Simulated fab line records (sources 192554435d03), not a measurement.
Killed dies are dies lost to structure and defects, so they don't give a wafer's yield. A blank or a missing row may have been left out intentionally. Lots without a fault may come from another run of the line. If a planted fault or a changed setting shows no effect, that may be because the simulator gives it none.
Split-lot experiment / flow n5 finfet / on a route of 1938 steps: 7 lots, 39 wafers read

## THE SPLIT
At N5_MOL_CONTACT_COAG_ETCH_91 (etches SOC in N2/H2, target depth 60 nm, overetch 21 nm, time 101.2 s), the setting target depth a was moved away from the recipe's 600 angstrom on 12 of the 39 wafers read, by -10.8% to +9.0%. This setting was run at the recipe's value on the other wafers.

The reading comes from the split's own step.

## THE READING
SiARC_of_MOL_CONTACT_COAG_COAT_76.thk nm (the simulator's own value, which no gauge read), in nm, at N5_MOL_CONTACT_COAG_ETCH_91 (etches SOC in N2/H2, target depth 60 nm, overetch 21 nm, time 101.2 s). The file gives no usual value for it. The 27 wafers here that ran the recipe average 5.8 nm, standard deviation 0.09 nm.

wafer=L075.1; tool, chamber at the split=rie diel-01, 1,2,3,1; target depth a as run, angstrom=600; against the recipe=recipe; SiARC_of_MOL_CONTACT_COAG_COAT_76.thk nm, nm=5.8; against lot-mates on the recipe=-
wafer=L075.3; tool, chamber at the split=rie diel-01, 1,2,3,1; target depth a as run, angstrom=600; against the recipe=recipe; SiARC_of_MOL_CONTACT_COAG_COAT_76.thk nm, nm=5.8; against lot-mates on the recipe=-
wafer=L075.4; tool, chamber at the split=rie diel-01, 1,2,3,1; target depth a as run, angstrom=600; against the recipe=recipe; SiARC_of_MOL_CONTACT_COAG_COAT_76.thk nm, nm=5.8; against lot-mates on the recipe=-
wafer=L075.6; tool, chamber at the split=rie diel-01, 1,2,3,1; target depth a as run, angstrom=600; against the recipe=recipe; SiARC_of_MOL_CONTACT_COAG_COAT_76.thk nm, nm=5.8; against lot-mates on the recipe=-
wafer=L075.2; tool, chamber at the split=rie diel-01, 0,2; target depth a as run, angstrom=600; against the recipe=recipe; SiARC_of_MOL_CONTACT_COAG_COAT_76.thk nm, nm=6; against lot-mates on the recipe=-
wafer=L075.5; tool, chamber at the split=rie diel-01, 0,2; target depth a as run, angstrom=600; against the recipe=recipe; SiARC_of_MOL_CONTACT_COAG_COAT_76.thk nm, nm=6; against lot-mates on the recipe=-
wafer=L081.1; tool, chamber at the split=rie diel-01, 2,0; target depth a as run, angstrom=653.7; against the recipe=+9.0%; SiARC_of_MOL_CONTACT_COAG_COAT_76.thk nm, nm=5.6; against lot-mates on the recipe=-0.3
wafer=L081.4; tool, chamber at the split=rie diel-01, 2,0; target depth a as run, angstrom=653.7; against the recipe=+9.0%; SiARC_of_MOL_CONTACT_COAG_COAT_76.thk nm, nm=5.6; against lot-mates on the recipe=-0.3
wafer=L081.2; tool, chamber at the split=rie diel-01, 0,2; target depth a as run, angstrom=600; against the recipe=recipe; SiARC_of_MOL_CONTACT_COAG_COAT_76.thk nm, nm=6; against lot-mates on the recipe=-
wafer=L081.5; tool, chamber at the split=rie diel-01, 0,2; target depth a as run, angstrom=600; against the recipe=recipe; SiARC_of_MOL_CONTACT_COAG_COAT_76.thk nm, nm=6; against lot-mates on the recipe=-
wafer=L081.3; tool, chamber at the split=rie diel-01, 1; target depth a as run, angstrom=600; against the recipe=recipe; SiARC_of_MOL_CONTACT_COAG_COAT_76.thk nm, nm=5.8; against lot-mates on the recipe=-
wafer=L081.6; tool, chamber at the split=rie diel-01, 1; target depth a as run, angstrom=653.7; against the recipe=+9.0%; SiARC_of_MOL_CONTACT_COAG_COAT_76.thk nm, nm=5.4; against lot-mates on the recipe=-0.5
wafer=L082.1; tool, chamber at the split=rie diel-06, 3; target depth a as run, angstrom=650.4; against the recipe=+8.4%; SiARC_of_MOL_CONTACT_COAG_COAT_76.thk nm, nm=5.6; against lot-mates on the recipe=-0.2
wafer=L082.2; tool, chamber at the split=rie diel-06, 1,2,1; target depth a as run, angstrom=600; against the recipe=recipe; SiARC_of_MOL_CONTACT_COAG_COAT_76.thk nm, nm=5.8; against lot-mates on the recipe=-
wafer=L082.4; tool, chamber at the split=rie diel-06, 1,2,1; target depth a as run, angstrom=600; against the recipe=recipe; SiARC_of_MOL_CONTACT_COAG_COAT_76.thk nm, nm=5.8; against lot-mates on the recipe=-
wafer=L082.5; tool, chamber at the split=rie diel-06, 1,2,1; target depth a as run, angstrom=600; against the recipe=recipe; SiARC_of_MOL_CONTACT_COAG_COAT_76.thk nm, nm=5.8; against lot-mates on the recipe=-
wafer=L082.3; tool, chamber at the split=rie diel-06, 0,2; target depth a as run, angstrom=650.4; against the recipe=+8.4%; SiARC_of_MOL_CONTACT_COAG_COAT_76.thk nm, nm=5.4; against lot-mates on the recipe=-0.4
wafer=L082.6; tool, chamber at the split=rie diel-06, 0,2; target depth a as run, angstrom=650.4; against the recipe=+8.4%; SiARC_of_MOL_CONTACT_COAG_COAT_76.thk nm, nm=5.4; against lot-mates on the recipe=-0.4
wafer=L088.2; tool, chamber at the split=rie diel-02, 1; target depth a as run, angstrom=600; against the recipe=recipe; SiARC_of_MOL_CONTACT_COAG_COAT_76.thk nm, nm=5.8; against lot-mates on the recipe=-
wafer=L088.4; tool, chamber at the split=rie diel-02, 1; target depth a as run, angstrom=600; against the recipe=recipe; SiARC_of_MOL_CONTACT_COAG_COAT_76.thk nm, nm=5.8; against lot-mates on the recipe=-
wafer=L088.6; tool, chamber at the split=rie diel-02, 3; target depth a as run, angstrom=600; against the recipe=recipe; SiARC_of_MOL_CONTACT_COAG_COAT_76.thk nm, nm=5.6; against lot-mates on the recipe=-
wafer=L091.1; tool, chamber at the split=rie diel-01, 0; target depth a as run, angstrom=535.5; against the recipe=-10.8%; SiARC_of_MOL_CONTACT_COAG_COAT_76.thk nm, nm=6.4; against lot-mates on the recipe=+0.6
wafer=L091.5; tool, chamber at the split=rie diel-01, 0; target depth a as run, angstrom=535.5; against the recipe=-10.8%; SiARC_of_MOL_CONTACT_COAG_COAT_76.thk nm, nm=6.4; against lot-mates on the recipe=+0.6
wafer=L091.2; tool, chamber at the split=rie diel-01, 1,3,1; target depth a as run, angstrom=600; against the recipe=recipe; SiARC_of_MOL_CONTACT_COAG_COAT_76.thk nm, nm=5.8; against lot-mates on the recipe=-
wafer=L091.3; tool, chamber at the split=rie diel-01, 1,3,1; target depth a as run, angstrom=600; against the recipe=recipe; SiARC_of_MOL_CONTACT_COAG_COAT_76.thk nm, nm=5.8; against lot-mates on the recipe=-
wafer=L091.6; tool, chamber at the split=rie diel-01, 1,3,1; target depth a as run, angstrom=600; against the recipe=recipe; SiARC_of_MOL_CONTACT_COAG_COAT_76.thk nm, nm=5.8; against lot-mates on the recipe=-
wafer=L091.4; tool, chamber at the split=rie diel-01, 3; target depth a as run, angstrom=535.5; against the recipe=-10.8%; SiARC_of_MOL_CONTACT_COAG_COAT_76.thk nm, nm=6.2; against lot-mates on the recipe=+0.4
wafer=L093.1; tool, chamber at the split=rie diel-02, 1,2,0,3,3,2; target depth a as run, angstrom=600; against the recipe=recipe; SiARC_of_MOL_CONTACT_COAG_COAT_76.thk nm, nm=5.8; against lot-mates on the recipe=-
wafer=L093.2; tool, chamber at the split=rie diel-02, 1,2,0,3,3,2; target depth a as run, angstrom=600; against the recipe=recipe; SiARC_of_MOL_CONTACT_COAG_COAT_76.thk nm, nm=5.8; against lot-mates on the recipe=-
wafer=L093.3; tool, chamber at the split=rie diel-02, 1,2,0,3,3,2; target depth a as run, angstrom=600; against the recipe=recipe; SiARC_of_MOL_CONTACT_COAG_COAT_76.thk nm, nm=5.8; against lot-mates on the recipe=-
wafer=L093.4; tool, chamber at the split=rie diel-02, 1,2,0,3,3,2; target depth a as run, angstrom=600; against the recipe=recipe; SiARC_of_MOL_CONTACT_COAG_COAT_76.thk nm, nm=5.8; against lot-mates on the recipe=-
wafer=L093.5; tool, chamber at the split=rie diel-02, 1,2,0,3,3,2; target depth a as run, angstrom=600; against the recipe=recipe; SiARC_of_MOL_CONTACT_COAG_COAT_76.thk nm, nm=5.8; against lot-mates on the recipe=-
wafer=L093.6; tool, chamber at the split=rie diel-02, 1,2,0,3,3,2; target depth a as run, angstrom=600; against the recipe=recipe; SiARC_of_MOL_CONTACT_COAG_COAT_76.thk nm, nm=5.8; against lot-mates on the recipe=-
wafer=L095.1; tool, chamber at the split=rie diel-06, 3,1,0; target depth a as run, angstrom=540.9; against the recipe=-9.9%; SiARC_of_MOL_CONTACT_COAG_COAT_76.thk nm, nm=6.2; against lot-mates on the recipe=+0.3
wafer=L095.5; tool, chamber at the split=rie diel-06, 3,1,0; target depth a as run, angstrom=540.9; against the recipe=-9.9%; SiARC_of_MOL_CONTACT_COAG_COAT_76.thk nm, nm=6.2; against lot-mates on the recipe=+0.3
wafer=L095.6; tool, chamber at the split=rie diel-06, 3,1,0; target depth a as run, angstrom=540.9; against the recipe=-9.9%; SiARC_of_MOL_CONTACT_COAG_COAT_76.thk nm, nm=6.2; against lot-mates on the recipe=+0.3
wafer=L095.2; tool, chamber at the split=rie diel-06, 0,2; target depth a as run, angstrom=600; against the recipe=recipe; SiARC_of_MOL_CONTACT_COAG_COAT_76.thk nm, nm=5.8; against lot-mates on the recipe=-
wafer=L095.3; tool, chamber at the split=rie diel-06, 0,2; target depth a as run, angstrom=600; against the recipe=recipe; SiARC_of_MOL_CONTACT_COAG_COAT_76.thk nm, nm=5.8; against lot-mates on the recipe=-
wafer=L095.4; tool, chamber at the split=rie diel-06, 1; target depth a as run, angstrom=600; against the recipe=recipe; SiARC_of_MOL_CONTACT_COAG_COAT_76.thk nm, nm=6; against lot-mates on the recipe=-
Where a row lists several chambers, the file gives one row for several wafers and doesn't say which wafer went through which chamber.

THE FIT
A straight line over all 39 wafers: SiARC_of_MOL_CONTACT_COAG_COAT_76.thk nm changes by -0.0406 nm for each +1% of target depth a; r = -0.92; the points scatter about the line by 0.094 nm.
The same after taking each lot's own level away (the mean of its wafers on the recipe; 39 wafers): -0.0424 nm for each +1%; r = -0.94; scatter 0.083 nm.
According to that fit, moving target depth a by its largest amount changes the reading by 0.46 nm.
Measured against the standard deviation above, the lots' own levels, which go from 5.73 to 5.93 nm, span 2.2 times it.
The two slopes agree, so the slope changes little with the lot-to-lot level.
Check: with one of the wafers moved furthest among these (-10.8%) left out of the fit, the line predicts +0.434 nm for it against its lot-mates. It came out at +0.6 nm against them.

## THESE WAFERS: OTHER SPLITS
These wafers also went through other splits before the reading. Each is held against what the fit with the lots' levels taken away leaves over:
other split on the same wafers=N5_WELL_APT_IMPLANT_32 energy kev; wafers away from the commonest value=15; r with SiARC_of_MOL_CONTACT_COAG_COAT_76.thk nm (lot level and that fit taken away)=-0.05
other split on the same wafers=N5_DUMMY_GATE_EXPOSE_12 dose mj; wafers away from the commonest value=15; r with SiARC_of_MOL_CONTACT_COAG_COAT_76.thk nm (lot level and that fit taken away)=+0.00
other split on the same wafers=N5_DUMMY_GATE_ETCH_31 target depth a; wafers away from the commonest value=6; r with SiARC_of_MOL_CONTACT_COAG_COAT_76.thk nm (lot level and that fit taken away)=+0.02
other split on the same wafers=N5_DUMMY_GATE_ETCH_32 time s; wafers away from the commonest value=15; r with SiARC_of_MOL_CONTACT_COAG_COAT_76.thk nm (lot level and that fit taken away)=+0.20
other split on the same wafers=N5_SD_EPI_P_ETCH_37 source w; wafers away from the commonest value=15; r with SiARC_of_MOL_CONTACT_COAG_COAT_76.thk nm (lot level and that fit taken away)=-0.13
other split on the same wafers=N5_SD_ACTIVATION_LSA_01 temp c; wafers away from the commonest value=18; r with SiARC_of_MOL_CONTACT_COAG_COAT_76.thk nm (lot level and that fit taken away)=-0.13
other split on the same wafers=N5_HKMG_FIN_ETCH_55 time s; wafers away from the commonest value=12; r with SiARC_of_MOL_CONTACT_COAG_COAT_76.thk nm (lot level and that fit taken away)=+0.08

## FILE'S OWN FIT
SiARC_of_MOL_CONTACT_COAG_COAT_76.thk nm changes by -0.0424 nm for each +1% of target depth a, r = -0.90.
